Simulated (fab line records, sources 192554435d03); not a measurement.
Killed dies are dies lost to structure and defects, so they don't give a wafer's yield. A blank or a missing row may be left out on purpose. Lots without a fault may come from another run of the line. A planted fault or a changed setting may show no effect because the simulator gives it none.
Which tool did it? | flow n5_finfet | 9 lots, 27 wafers sampled, at 5 steps of a route of 1938

WHAT THE GAUGES READ, wafer by wafer
N5_BEOL_M4_RC_MEAS_101. Usual: DIBL_N 36.0 mV/V, standard deviation 1.8; DIBL_P 36.3 mV/V, standard deviation 2.4; IOFF_N 0.16 nA/um, standard deviation 0.035; IOFF_P 0.21 nA/um, standard deviation 0.036; ION_N 673 uA/um, standard deviation 13; ION_P 461 uA/um, standard deviation 7.2; SS_N 71.4 mV/dec, standard deviation 0.6; SS_P 73.2 mV/dec, standard deviation 0.7; VT_N 250 mV, standard deviation 4; VT_P -250.9 mV, standard deviation 2.9.
lot  | measured     | on        | DIBL_N (mV/V)  | DIBL_P (mV/V)  | IOFF_N (nA/um) | IOFF_P (nA/um) | ION_N (uA/um) | ION_P (uA/um) | SS_N (mV/dec)  | SS_P (mV/dec)  | VT_N (mV)   | VT_P (mV)            | flag
L964 | day 7 15:56  | prober-01 | 40.9 39.8 36.5 | 41.0 39.5 35.0 | 0.27 0.23 0.16 | 0.32 0.29 0.23 | 695 695 669   | 472 474 465   | 72.0 72.1 71.2 | 74.4 74.1 72.4 | 240 245 252 | -242.9 -243.5 -247.3 |
L966 | day 8 23:30  | prober-01 | 36.3 35.8 38.5 | 37.4 37.5 40.0 | 0.17 0.16 0.23 | 0.21 0.22 0.26 | 683 672 702   | 462 468 475   | 71.5 70.7 71.8 | 73.8 72.9 73.9 | 248 250 245 | -249.2 -247.8 -246.1 |
L968 | day 9 10:52  | prober-02 | 33.9 37.5 35.4 | 34.9 37.1 36.2 | 0.13 0.19 0.15 | 0.17 0.20 0.19 | 674 668 678   | 461 455 470   | 70.4 72.0 71.5 | 73.2 73.4 73.2 | 254 248 249 | -250.4 -251.0 -250.7 |
L969 | day 10 02:00 | prober-02 | 32.7 34.2 35.7 | 32.6 34.1 37.3 | 0.10 0.12 0.15 | 0.14 0.16 0.20 | 643 663 692   | 446 453 471   | 70.0 71.5 71.5 | 71.9 72.7 73.3 | 259 255 248 | -257.7 -254.1 -249.6 |
L970 | day 9 23:12  | prober-01 | 35.3 35.7 32.9 | 37.0 36.7 34.1 | 0.15 0.15 0.11 | 0.20 0.20 0.16 | 675 666 668   | 464 459 465   | 71.0 71.3 71.0 | 73.5 73.3 72.7 | 249 253 255 | -252.4 -251.4 -253.0 |
L972 | day 10 05:17 | prober-01 | 37.1 38.0 40.5 | 38.9 39.6 43.6 | 0.18 0.18 0.26 | 0.20 0.22 0.29 | 690 681 697   | 466 464 464   | 70.7 71.6 72.0 | 73.9 74.2 74.2 | 244 247 242 | -253.0 -252.3 -248.7 |
L982 | day 12 22:46 | prober-01 | 37.1 35.1 37.7 | 38.5 35.2 38.7 | 0.16 0.12 0.17 | 0.23 0.20 0.24 | 678 664 680   | 465 463 470   | 71.7 71.3 71.9 | 73.3 72.1 73.4 | 251 257 250 | -248.7 -251.2 -249.4 |
L985 | day 14 04:22 | prober-01 | 36.3 36.6 35.2 | 34.9 36.3 33.6 | 0.15 0.15 0.13 | 0.20 0.22 0.17 | 679 671 661   | 465 459 450   | 71.5 70.9 71.0 | 73.1 73.6 71.9 | 246 249 250 | -251.2 -251.9 -253.3 |
L987 | day 14 06:26 | prober-01 | 37.2 37.9 39.3 | 37.1 36.6 38.0 | 0.16 0.16 0.20 | 0.21 0.21 0.25 | 673 681 687   | 457 461 464   | 71.4 72.1 72.2 | 73.4 74.0 73.7 | 250 250 247 | -252.4 -252.9 -246.7 |

WHICH TOOL RAN EACH LOT (tool, then ch and the chambers of the sampled wafers, then the start)
lot  | N5_GATE_CUT_ETCHBACK_00           | N5_GATE_CUT_ETCH_36                | N5_GATE_CUT_CUT_ETCH_55           | N5_GATE_CUT_VAPOR_ETCH_48
L964 | rie_metal-01 ch 0,1, day 4 11:51  | rie_diel-03 ch 1,3, day 4 15:59    | rie_metal-02 ch 0,1, day 4 16:26  | rie_metal-02 ch 0,1, day 4 16:30
L966 | rie_metal-03 ch 0,1, day 5 00:37  | rie_diel-03 ch 0,2,3, day 5 04:19  | rie_metal-03 ch 0,1, day 5 04:47  | rie_metal-03 ch 0,1, day 5 04:50
L968 | rie_metal-02 ch 0,1, day 5 11:00  | rie_diel-04 ch 0,1,3, day 5 14:44  | rie_metal-02 ch 0,1, day 5 15:12  | rie_metal-02 ch 0,1, day 5 15:16
L969 | rie_metal-02 ch 0,1, day 5 18:01  | rie_diel-02 ch 0,1,2, day 5 21:46  | rie_metal-03 ch 0,1, day 5 22:13  | rie_metal-03 ch 0,1, day 5 22:17
L970 | rie_metal-01 ch 0,1, day 5 20:36  | rie_diel-02 ch 0,1,2, day 6 00:43  | rie_metal-02 ch 1, day 6 01:10    | rie_metal-02 ch 1, day 6 01:14
L972 | rie_metal-01 ch 0,1, day 6 09:41  | rie_diel-02 ch 2,3, day 6 13:24    | rie_metal-02 ch 0,1, day 6 13:52  | rie_metal-02 ch 0,1, day 6 13:56
L982 | rie_metal-03 ch 0,1, day 8 20:13  | rie_diel-04 ch 1,2,3, day 9 00:34  | rie_metal-01 ch 0,1, day 9 01:01  | rie_metal-01 ch 0,1, day 9 01:05
L985 | rie_metal-02 ch 0,1, day 9 14:40  | rie_diel-04 ch 1,2,3, day 9 18:34  | rie_metal-01 ch 1, day 9 19:02    | rie_metal-01 ch 1, day 9 19:05
L987 | rie_metal-01 ch 0,1, day 10 03:38 | rie_diel-02 ch 0,2,3, day 10 07:40 | rie_metal-03 ch 0,1, day 10 08:08 | rie_metal-03 ch 0,1, day 10 08:11
- N5_GATE_CUT_ETCHBACK_00: etches W in SF6/Cl2.
- N5_GATE_CUT_ETCH_36: etches SiARC in CF4, target depth 13 nm, time 21.7 s.
- N5_GATE_CUT_CUT_ETCH_55: etches HfO2 in BCl3, target depth 3.2 nm.
- N5_GATE_CUT_VAPOR_ETCH_48: etches TiN in BCl3/Cl2.

WHAT THE TOOLS THEMSELVES READ (means of the sampled wafers that have a number; where no wafer has one, the mark that the record gives instead)
N5_GATE_CUT_ETCHBACK_00. Usual: SF6_flow_sccm 40.01 sccm, standard deviation 0.12; drypump_motor_current_A 6.0 A, standard deviation 0.37; oes_product_au 0.81 a.u., standard deviation 0.093; throttle_valve_pct 27.45 %, standard deviation 0.25.
lot  | tool         | SF6_flow_sccm (sccm) | drypump_motor_current_A (A) | oes_product_au (a.u.) | throttle_valve_pct (%) | flag
L964 | rie_metal-01 | 40.01                | 5.6                         | 0.82                  | 27.36                  |
L966 | rie_metal-03 | 39.97                | 6.2                         | 0.78                  | 27.29                  |
L968 | rie_metal-02 | 39.98                | 6.1                         | 0.94                  | 27.51                  |
L969 | rie_metal-02 | 39.86                | 6.2                         | 0.94                  | 27.61                  |
L970 | rie_metal-01 | 39.99                | 5.8                         | 0.81                  | 27.59                  |
L972 | rie_metal-01 | 40.06                | 5.6                         | 0.80                  | 27.38                  |
L982 | rie_metal-03 | 40.13                | 6.2                         | 0.68                  | 27.31                  |
L985 | rie_metal-02 | 40.01                | 6.2                         | 0.88                  | 27.63                  |
L987 | rie_metal-01 | 40.06                | 5.9                         | 0.79                  | 27.60                  |

N5_GATE_CUT_ETCH_36. Usual: drypump_motor_current_A 5.7 A, standard deviation 0.41; etch_rf_on_time_s 21.9 s, standard deviation 0.43; mfc_ar_sccm 100.1 sccm, standard deviation 0.32; oes_product_au 0.65 a.u., standard deviation 0.063; rf_vpp_V 184.1 V, standard deviation 1.1; showerhead_plenum_p_Torr 2.14 Torr, standard deviation 0.071; throttle_valve_pct 15.67 %, standard deviation 0.19.
lot  | tool        | drypump_motor_current_A (A) | etch_rf_on_time_s (s) | mfc_ar_sccm (sccm) | oes_product_au (a.u.) | rf_vpp_V (V) | showerhead_plenum_p_Torr (Torr) | throttle_valve_pct (%) | flag
L964 | rie_diel-03 | 5.5                         | 21.8                  | 100.4              | 0.64                  | 184.7        | 2.20                            | 15.53                  |
L966 | rie_diel-03 | 5.8                         | 21.9                  | 100.1              | 0.68                  | 184.0        | 2.13                            | 15.53                  |
L968 | rie_diel-04 | 5.7                         | 21.9                  | 100.0              | 0.65                  | 183.5        | 2.17                            | 15.67                  |
L969 | rie_diel-02 | 6.0                         | 22.1                  | 100.0              | 0.61                  | 184.3        | 2.15                            | 15.72                  |
L970 | rie_diel-02 | 6.0                         | 22.2                  | 100.1              | 0.60                  | 185.3        | 2.15                            | 15.72                  |
L972 | rie_diel-02 | 5.5                         | 19.6                  | 100.3              | 0.70                  | 184.0        | 2.12                            | 15.85                  | OFF
L982 | rie_diel-04 | 5.8                         | 22.0                  | 99.8               | 0.64                  | 184.5        | 2.20                            | 15.66                  |
L985 | rie_diel-04 | 5.8                         | 21.9                  | 99.9               | 0.64                  | 184.6        | 2.20                            | 15.68                  |
L987 | rie_diel-02 | 5.5                         | 21.6                  | 100.3              | 0.69                  | 183.2        | 2.12                            | 15.71                  |

N5_GATE_CUT_CUT_ETCH_55. Usual: drypump_motor_current_A 6.06 A, standard deviation 0.28; oes_product_au 0.81 a.u., standard deviation 0.11; throttle_valve_pct 33.2 %, standard deviation 0.4.
lot  | tool         | drypump_motor_current_A (A) | oes_product_au (a.u.) | throttle_valve_pct (%) | flag
L964 | rie_metal-02 | 6.14                        | 0.70                  | 33.7                   |
L966 | rie_metal-03 | 6.20                        | 0.77                  | 32.8                   |
L968 | rie_metal-02 | 6.15                        | 0.95                  | 33.3                   |
L969 | rie_metal-03 | 6.16                        | 0.70                  | 32.9                   |
L970 | rie_metal-02 | 6.17                        | 0.95                  | 33.0                   |
L972 | rie_metal-02 | 6.14                        | 0.92                  | 33.5                   |
L982 | rie_metal-01 | 5.83                        | 0.80                  | 33.4                   |
L985 | rie_metal-01 | 6.13                        | 0.80                  | 33.6                   |
L987 | rie_metal-03 | 6.23                        | 0.74                  | 32.9                   |

N5_GATE_CUT_VAPOR_ETCH_48. Usual: drypump_motor_current_A 6.06 A, standard deviation 0.28; oes_product_au 0.80 a.u., standard deviation 0.11.
lot  | tool         | drypump_motor_current_A (A) | oes_product_au (a.u.) | flag
L964 | rie_metal-02 | 6.12                        | 0.69                  |
L966 | rie_metal-03 | 6.22                        | 0.77                  |
L968 | rie_metal-02 | 6.16                        | 0.94                  |
L969 | rie_metal-03 | 6.14                        | 0.69                  |
L970 | rie_metal-02 | 6.21                        | 0.95                  |
L972 | rie_metal-02 | 6.12                        | 0.91                  |
L982 | rie_metal-01 | 5.85                        | 0.79                  |
L985 | rie_metal-01 | 6.13                        | 0.78                  |
L987 | rie_metal-03 | 6.23                        | 0.74                  |

THE ANSWER, worked out from the rows above alone
Rule: a lot is off if the mean of its wafers that have a number lies more than 3 standard deviations from the usual mean. A lot without any number at a reading at which 4 lots or more have one is off too. The other lots that the step has rows for count as sound. The gauges are gone through in route order, then the tools' own readings, and for those a lot's mean is taken as printed above. The first step at which some lot is off is used, and at that step the reading that is off furthest; a lot without a number counts as furthest.
Off: L972, at N5_GATE_CUT_ETCH_36 (etch_rf_on_time_s).
A tool fits if, at that step or a process step before it, it ran every lot that is off, and no sound lot after the first of them. None of those tried fits.

WHAT THE SIMULATOR HAD PUT IN
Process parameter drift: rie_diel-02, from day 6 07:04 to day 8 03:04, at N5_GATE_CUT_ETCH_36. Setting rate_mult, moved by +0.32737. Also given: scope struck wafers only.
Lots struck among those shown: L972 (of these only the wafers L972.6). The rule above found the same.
